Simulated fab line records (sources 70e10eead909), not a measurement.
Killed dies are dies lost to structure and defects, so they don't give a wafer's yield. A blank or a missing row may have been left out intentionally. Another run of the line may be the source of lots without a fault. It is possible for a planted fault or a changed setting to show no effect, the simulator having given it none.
Which of the tools did it? + flow nand-harc + 12 lots, 36 wafers sampled, at 4 steps of a route of 1302

== WHAT THE GAUGES SHOWED, per wafer ==
The record holds no reading of a measuring or inspecting step that can be judged against a usual standard deviation.

== WHICH TOOL RAN EACH LOT (tool, then ch and the chambers of the sampled wafers, then the start) ==
| lot  | NHARC_P_CONTACT_CMP_24        | NHARC_P_M0_DESCUM_14               | NHARC_P_M0_ETCH_34                 | NHARC_P_M0_PVD_20        |
|------|-------------------------------|------------------------------------|------------------------------------|--------------------------|
| L161 | cmp-02 ch 0,1,3, day 7 05:09  | rie-diel-05 ch 0,1, day 7 06:35    | rie-diel-05 ch 1,2,3, day 7 06:41  | pvd-sputter-01, no start |
| L162 | cmp-02 ch 0,1, day 7 06:22    | rie-diel-03 ch 1,2,3, day 7 07:45  | rie-diel-03 ch 1,2,3, day 7 07:50  | pvd-sputter-01, no start |
| L163 | cmp-02 ch 1,2,3, day 7 20:25  | rie-diel-05 ch 0,2, day 7 21:43    | rie-diel-05 ch 0,2,3, day 7 21:49  | pvd-sputter-03, no start |
| L164 | cmp-03 ch 0,2,3, day 8 02:46  | rie-diel-05 ch 1,2, day 8 04:07    | rie-diel-05 ch 0,3, day 8 04:11    | pvd-sputter-01, no start |
| L165 | cmp-01 ch 0,1, day 8 13:46    | rie-diel-05 ch 1,2, day 8 15:15    | rie-diel-05 ch 0,1, day 8 15:20    | pvd-sputter-01, no start |
| L174 | cmp-01 ch 0,1,2, day 12 00:04 | rie-diel-05 ch 0,2, day 12 01:35   | rie-diel-05 ch 0,1,2, day 12 01:40 | pvd-sputter-02, no start |
| L175 | cmp-03 ch 0,2,3, day 12 18:52 | rie-diel-05 ch 1,2, day 12 20:23   | rie-diel-05 ch 0,1,3, day 12 20:29 | pvd-sputter-02, no start |
| L177 | cmp-01 ch 0,1,2, day 13 10:48 | rie-diel-05 ch 0,1,3, day 13 12:16 | rie-diel-05 ch 1,3, day 13 12:20   | pvd-sputter-01, no start |
| L179 | cmp-02 ch 1,2, day 14 14:37   | rie-diel-05 ch 0,1,3, day 14 16:06 | rie-diel-05 ch 1,2,3, day 14 16:10 | pvd-sputter-03, no start |
| L180 | cmp-01 ch 0,1, day 14 14:54   | rie-diel-05 ch 0,1,3, day 14 16:23 | rie-diel-05 ch 0,1,2, day 14 16:29 | pvd-sputter-02, no start |
| L181 | cmp-03 ch 0,1,3, day 15 04:51 | rie-diel-03 ch 1,3, day 15 06:19   | rie-diel-03 ch 0,2,3, day 15 06:25 | pvd-sputter-03, no start |
| L182 | cmp-03 ch 1,2, day 15 12:47   | rie-diel-05 ch 0,2,3, day 15 14:18 | rie-diel-05 ch 1,2,3, day 15 14:22 | pvd-sputter-02, no start |
- NHARC_P_CONTACT_CMP_24: polishes, t overpolish 30 s, target thk 200 nm.
- NHARC_P_M0_DESCUM_14: chemistry O2, time 3 s.
- NHARC_P_M0_ETCH_34: etches the open film in N2/H2, target depth 40 nm, overetch 12 nm, time 43.94 s.
- NHARC_P_M0_PVD_20: deposits TaN, target thk 5 nm, time 8.06 s.

== WHAT THE TOOLS THEMSELVES READ (means of the sampled wafers that have a number; where no wafer has one, the mark that the record gives instead) ==
NHARC_P_CONTACT_CMP_24. Usual: motor-current-A 11.9 A, standard deviation 0.86; overpolish-run-s 30.000 s, standard deviation 0.0089; time-to-endpoint-s 41 s, standard deviation 3.4.
| lot  | tool   | motor-current-A (A) | overpolish-run-s (s) | time-to-endpoint-s (s) | flag |
|------|--------|---------------------|----------------------|------------------------|------|
| L161 | cmp-02 | 12.5                | 29.998               | 41                     |      |
| L162 | cmp-02 | 11.9                | 30.003               | 42                     |      |
| L163 | cmp-02 | 12.0                | 30.002               | 42                     |      |
| L164 | cmp-03 | 12.8                | 29.996               | 38                     |      |
| L165 | cmp-01 | 11.1                | 29.998               | 41                     |      |
| L174 | cmp-01 | 11.1                | 29.997               | 42                     |      |
| L175 | cmp-03 | 12.3                | 30.000               | 44                     |      |
| L177 | cmp-01 | 11.4                | 30.000               | 42                     |      |
| L179 | cmp-02 | 11.8                | 29.999               | 47                     |      |
| L180 | cmp-01 | 11.3                | 29.995               | 41                     |      |
| L181 | cmp-03 | 13.0                | 30.008               | 44                     |      |
| L182 | cmp-03 | 11.3                | 29.999               | 40                     |      |

NHARC_P_M0_DESCUM_14. Usual: drypump-motor-current-A 5.5 A, standard deviation 0.42; oes-product-au 1.002 a.u., standard deviation 0.011; rf-vpp-V 57.8 V, standard deviation 0.86; showerhead-plenum-p-Torr 1.92 Torr, standard deviation 0.074; throttle-valve-pct 11.310 %, standard deviation 0.0092.
| lot  | tool        | drypump-motor-current-A (A) | oes-product-au (a.u.) | rf-vpp-V (V) | showerhead-plenum-p-Torr (Torr) | throttle-valve-pct (%) | flag |
|------|-------------|-----------------------------|-----------------------|--------------|---------------------------------|------------------------|------|
| L161 | rie-diel-05 | 5.5                         | 1.009                 | 57.9         | 1.94                            | 11.312                 |      |
| L162 | rie-diel-03 | 5.6                         | 1.012                 | 57.7         | 1.89                            | 11.312                 |      |
| L163 | rie-diel-05 | 5.6                         | 0.999                 | 57.5         | 1.90                            | 11.306                 |      |
| L164 | rie-diel-05 | 5.6                         | 0.998                 | 57.5         | 1.99                            | 11.315                 |      |
| L165 | rie-diel-05 | 5.7                         | 1.001                 | 57.8         | 1.96                            | 11.321                 |      |
| L174 | rie-diel-05 | 5.6                         | 0.991                 | 57.5         | 1.90                            | 11.310                 |      |
| L175 | rie-diel-05 | 5.7                         | 0.999                 | 58.3         | 1.95                            | 11.308                 |      |
| L177 | rie-diel-05 | 5.3                         | 1.004                 | 57.7         | 1.92                            | 11.306                 |      |
| L179 | rie-diel-05 | 5.3                         | 1.003                 | 58.1         | 1.92                            | 11.303                 |      |
| L180 | rie-diel-05 | 5.3                         | 0.996                 | 57.8         | 1.92                            | 11.317                 |      |
| L181 | rie-diel-03 | 5.9                         | 1.015                 | 56.5         | 1.79                            | 11.306                 |      |
| L182 | rie-diel-05 | 5.4                         | 0.991                 | 58.1         | 1.88                            | 11.311                 |      |

NHARC_P_M0_ETCH_34. Usual: bias-w 149.9 W (standard deviation 0.45); drypump-motor-current-A 5.5 A (standard deviation 0.43); oes-product-au 1.001 a.u. (standard deviation 0.0095); rf-fwd-power-W 395.7 W (standard deviation 1.7); rf-vpp-V 430.4 V (standard deviation 2.2); showerhead-plenum-p-Torr 2.04 Torr (standard deviation 0.076); throttle-valve-pct 14.171 % (standard deviation 0.0081).
| lot  | tool        | bias-w (W) | drypump-motor-current-A (A) | oes-product-au (a.u.) | rf-fwd-power-W (W) | rf-vpp-V (V) | showerhead-plenum-p-Torr (Torr) | throttle-valve-pct (%) | flag |
|------|-------------|------------|-----------------------------|-----------------------|--------------------|--------------|---------------------------------|------------------------|------|
| L161 | rie-diel-05 | 149.7      | 5.4                         | 0.990                 | 394.7              | 431.1        | 2.07                            | 14.170                 |      |
| L162 | rie-diel-03 | 149.7      | 5.6                         | 1.009                 | 395.3              | 428.9        | 2.01                            | 14.178                 |      |
| L163 | rie-diel-05 | 150.0      | 5.4                         | 0.997                 | 396.9              | 430.4        | 2.01                            | 14.171                 |      |
| L164 | rie-diel-05 | 149.4      | 5.1                         | 0.953                 | 395.1              | 429.2        | 1.99                            | 14.167                 | OFF  |
| L165 | rie-diel-05 | 150.1      | 5.5                         | 0.954                 | 394.7              | 432.7        | 2.11                            | 14.173                 | OFF  |
| L174 | rie-diel-05 | 150.2      | 5.6                         | 1.002                 | 395.5              | 431.1        | 2.07                            | 14.180                 |      |
| L175 | rie-diel-05 | 150.0      | 5.3                         | 0.997                 | 395.3              | 431.0        | 2.05                            | 14.177                 |      |
| L177 | rie-diel-05 | 149.6      | 5.1                         | 1.003                 | 394.5              | 431.3        | 2.04                            | 14.166                 |      |
| L179 | rie-diel-05 | 150.3      | 5.4                         | 1.005                 | 396.0              | 431.5        | 2.06                            | 14.162                 |      |
| L180 | rie-diel-05 | 149.6      | 5.6                         | 1.004                 | 397.2              | 431.1        | 2.07                            | 14.180                 |      |
| L181 | rie-diel-03 | 150.1      | 5.6                         | 0.996                 | 395.4              | 429.6        | 2.02                            | 14.174                 |      |
| L182 | rie-diel-05 | 150.2      | 5.4                         | 1.004                 | 396.9              | 431.0        | 2.06                            | 14.169                 |      |

NHARC_P_M0_PVD_20. Usual: 29.8 % for throttle-valve-pct, sd 0.86.
| lot  | tool           | throttle-valve-pct (%) | flag |
|------|----------------|------------------------|------|
| L161 | pvd-sputter-01 | 28.6                   |      |
| L162 | pvd-sputter-01 | 28.5                   |      |
| L163 | pvd-sputter-03 | 29.1                   |      |
| L164 | pvd-sputter-01 | 29.1                   |      |
| L165 | pvd-sputter-01 | 28.7                   |      |
| L174 | pvd-sputter-02 | 30.0                   |      |
| L175 | pvd-sputter-02 | 30.9                   |      |
| L177 | pvd-sputter-01 | 29.4                   |      |
| L179 | pvd-sputter-03 | 30.0                   |      |
| L180 | pvd-sputter-02 | 30.7                   |      |
| L181 | pvd-sputter-03 | 29.1                   |      |
| L182 | pvd-sputter-02 | 30.3                   |      |

== THE ANSWER, worked out from the rows above alone ==
Rule: take the mean of a lot's wafers that have a number; if it is more than 3 standard deviations from the usual mean, the lot is off. A lot without any number at a reading at which 4 lots or more have one is off too. All remaining lots with rows at the step are treated as sound. Order of review: gauges by route order, followed by the tools' own readings, for which a lot's mean as printed above is used. At the first step where some lot is off, the reading lying furthest off is the one used; lots without a number count as furthest.
Off at NHARC_P_M0_ETCH_34 (oes-product-au): L164, L165.
If a tool, at that step or one of the process steps before it, ran each lot that is off and ran no sound lot following the first of them, it fits. Not one of the candidates tried fits.

== WHAT THE SIMULATOR HAD INSERTED ==
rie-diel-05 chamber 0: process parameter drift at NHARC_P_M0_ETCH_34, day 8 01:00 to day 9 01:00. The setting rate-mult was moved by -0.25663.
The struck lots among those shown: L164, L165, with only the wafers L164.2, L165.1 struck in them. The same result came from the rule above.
